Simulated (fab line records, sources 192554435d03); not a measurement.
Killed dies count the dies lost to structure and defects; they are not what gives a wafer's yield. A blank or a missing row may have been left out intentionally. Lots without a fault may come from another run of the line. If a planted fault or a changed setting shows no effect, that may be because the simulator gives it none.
Matching of chambers || flow n5_finfet || 4 sister chambers for N5_GATE_CUT_ETCH_19 on rie_diel-03
The step etches SiNx in CH3F/O2, target depth 53.7 nm, time 76.7 s. 18 wafers are shown with their chamber, then 9 later ones without.

== WAFERS, EACH WITH ITS CHAMBER ==
{"wafer": "L074.1", "chamber": 1, "showerhead_plenum_p_Torr (Torr)": 2.10, "oes_product_au (a.u.)": 0.65, "drypump_motor_current_A (A)": 6.2}
{"wafer": "L074.3", "chamber": 2, "showerhead_plenum_p_Torr (Torr)": 2.01, "oes_product_au (a.u.)": 0.66, "drypump_motor_current_A (A)": 5.4}
{"wafer": "L074.6", "chamber": 0, "showerhead_plenum_p_Torr (Torr)": 1.93, "oes_product_au (a.u.)": 0.69, "drypump_motor_current_A (A)": 6.1}
{"wafer": "L077.3", "chamber": 0, "showerhead_plenum_p_Torr (Torr)": 1.93, "oes_product_au (a.u.)": 0.69, "drypump_motor_current_A (A)": 6.2}
{"wafer": "L077.4", "chamber": 1, "showerhead_plenum_p_Torr (Torr)": 2.10, "oes_product_au (a.u.)": 0.65, "drypump_motor_current_A (A)": 6.2}
{"wafer": "L077.6", "chamber": 1, "showerhead_plenum_p_Torr (Torr)": 2.09, "oes_product_au (a.u.)": 0.65, "drypump_motor_current_A (A)": 6.1}
{"wafer": "L079.1", "chamber": 2, "showerhead_plenum_p_Torr (Torr)": 2.01, "oes_product_au (a.u.)": 0.66, "drypump_motor_current_A (A)": 5.5}
{"wafer": "L079.5", "chamber": 3, "showerhead_plenum_p_Torr (Torr)": 2.04, "oes_product_au (a.u.)": 0.79, "drypump_motor_current_A (A)": 6.2}
{"wafer": "L079.6", "chamber": 0, "showerhead_plenum_p_Torr (Torr)": 1.93, "oes_product_au (a.u.)": 0.69, "drypump_motor_current_A (A)": 6.2}
{"wafer": "L081.4", "chamber": 1, "showerhead_plenum_p_Torr (Torr)": 2.09, "oes_product_au (a.u.)": 0.64, "drypump_motor_current_A (A)": 6.1}
{"wafer": "L081.5", "chamber": 0, "showerhead_plenum_p_Torr (Torr)": 1.93, "oes_product_au (a.u.)": 0.69, "drypump_motor_current_A (A)": 6.2}
{"wafer": "L081.6", "chamber": 1, "showerhead_plenum_p_Torr (Torr)": 2.09, "oes_product_au (a.u.)": 0.65, "drypump_motor_current_A (A)": 6.1}
{"wafer": "L082.2", "chamber": 1, "showerhead_plenum_p_Torr (Torr)": 2.09, "oes_product_au (a.u.)": 0.65, "drypump_motor_current_A (A)": 6.1}
{"wafer": "L082.3", "chamber": 0, "showerhead_plenum_p_Torr (Torr)": 1.93, "oes_product_au (a.u.)": 0.69, "drypump_motor_current_A (A)": 6.2}
{"wafer": "L082.6", "chamber": 2, "showerhead_plenum_p_Torr (Torr)": 2.01, "oes_product_au (a.u.)": 0.65, "drypump_motor_current_A (A)": 5.4}
{"wafer": "L085.2", "chamber": 3, "showerhead_plenum_p_Torr (Torr)": 2.04, "oes_product_au (a.u.)": 0.78, "drypump_motor_current_A (A)": 6.2}
{"wafer": "L085.3", "chamber": 1, "showerhead_plenum_p_Torr (Torr)": 2.09, "oes_product_au (a.u.)": 0.64, "drypump_motor_current_A (A)": 6.1}
{"wafer": "L085.4", "chamber": 0, "showerhead_plenum_p_Torr (Torr)": 1.93, "oes_product_au (a.u.)": 0.68, "drypump_motor_current_A (A)": 6.2}

SIGNATURES, as means of the wafers listed above
{"reading": "showerhead_plenum_p_Torr", "chamber 0": 1.9300, "chamber 1": 2.0929, "chamber 2": 2.0100, "chamber 3": 2.0400, "scatter within a chamber": 0.00319}
{"reading": "oes_product_au", "chamber 0": 0.6883, "chamber 1": 0.6471, "chamber 2": 0.6567, "chamber 3": 0.7850, "scatter within a chamber": 0.00495}
{"reading": "drypump_motor_current_A", "chamber 0": 6.183, "chamber 1": 6.129, "chamber 2": 5.433, "chamber 3": 6.200, "scatter within a chamber": 0.0457}
Rule: distance of a wafer from a chamber = root of the sum over the readings of ((wafer's reading minus chamber's mean) / reading's scatter) squared. If the next closest chamber is less than 2 further off than the closest, the wafer can't be placed; otherwise it belongs to the closest. The scatter: the root of (the sum of the squares of (reading less its chamber's mean) over the shown wafers, divided by (wafers less chambers)).

== WAFERS MISSING THEIR CHAMBER ==
{"wafer": "L091.2", "showerhead_plenum_p_Torr (Torr)": 2.09, "oes_product_au (a.u.)": 0.63, "drypump_motor_current_A (A)": 6.2}
{"wafer": "L091.5", "showerhead_plenum_p_Torr (Torr)": 2.00, "oes_product_au (a.u.)": 0.63, "drypump_motor_current_A (A)": 5.4}
{"wafer": "L091.6", "showerhead_plenum_p_Torr (Torr)": 2.03, "oes_product_au (a.u.)": 0.76, "drypump_motor_current_A (A)": 6.3}
{"wafer": "L093.3", "showerhead_plenum_p_Torr (Torr)": 1.92, "oes_product_au (a.u.)": 0.67, "drypump_motor_current_A (A)": 6.2}
{"wafer": "L093.4", "showerhead_plenum_p_Torr (Torr)": 2.08, "oes_product_au (a.u.)": 0.64, "drypump_motor_current_A (A)": 6.1}
{"wafer": "L093.6", "showerhead_plenum_p_Torr (Torr)": 2.09, "oes_product_au (a.u.)": 0.63, "drypump_motor_current_A (A)": 6.1}
{"wafer": "L097.1", "showerhead_plenum_p_Torr (Torr)": 2.00, "oes_product_au (a.u.)": 0.63, "drypump_motor_current_A (A)": 5.4}
{"wafer": "L097.2", "showerhead_plenum_p_Torr (Torr)": 2.03, "oes_product_au (a.u.)": 0.75, "drypump_motor_current_A (A)": 6.2}
{"wafer": "L097.5", "showerhead_plenum_p_Torr (Torr)": 1.92, "oes_product_au (a.u.)": 0.66, "drypump_motor_current_A (A)": 6.2}

== CHAMBER TAKEN BY EACH ==
{"wafer": "L091.2", "from the rows above": 1, "in truth": 1}
{"wafer": "L091.5", "from the rows above": 2, "in truth": 2}
{"wafer": "L091.6", "from the rows above": 3, "in truth": 3}
{"wafer": "L093.3", "from the rows above": 0, "in truth": 0}
{"wafer": "L093.4", "from the rows above": 1, "in truth": 1}
{"wafer": "L093.6", "from the rows above": 1, "in truth": 1}
{"wafer": "L097.1", "from the rows above": 2, "in truth": 2}
{"wafer": "L097.2", "from the rows above": 3, "in truth": 3}
{"wafer": "L097.5", "from the rows above": 0, "in truth": 0}
Correct placement for 9 of the 9. Number that these rows cannot place: 0. Number placed wrongly: 0.
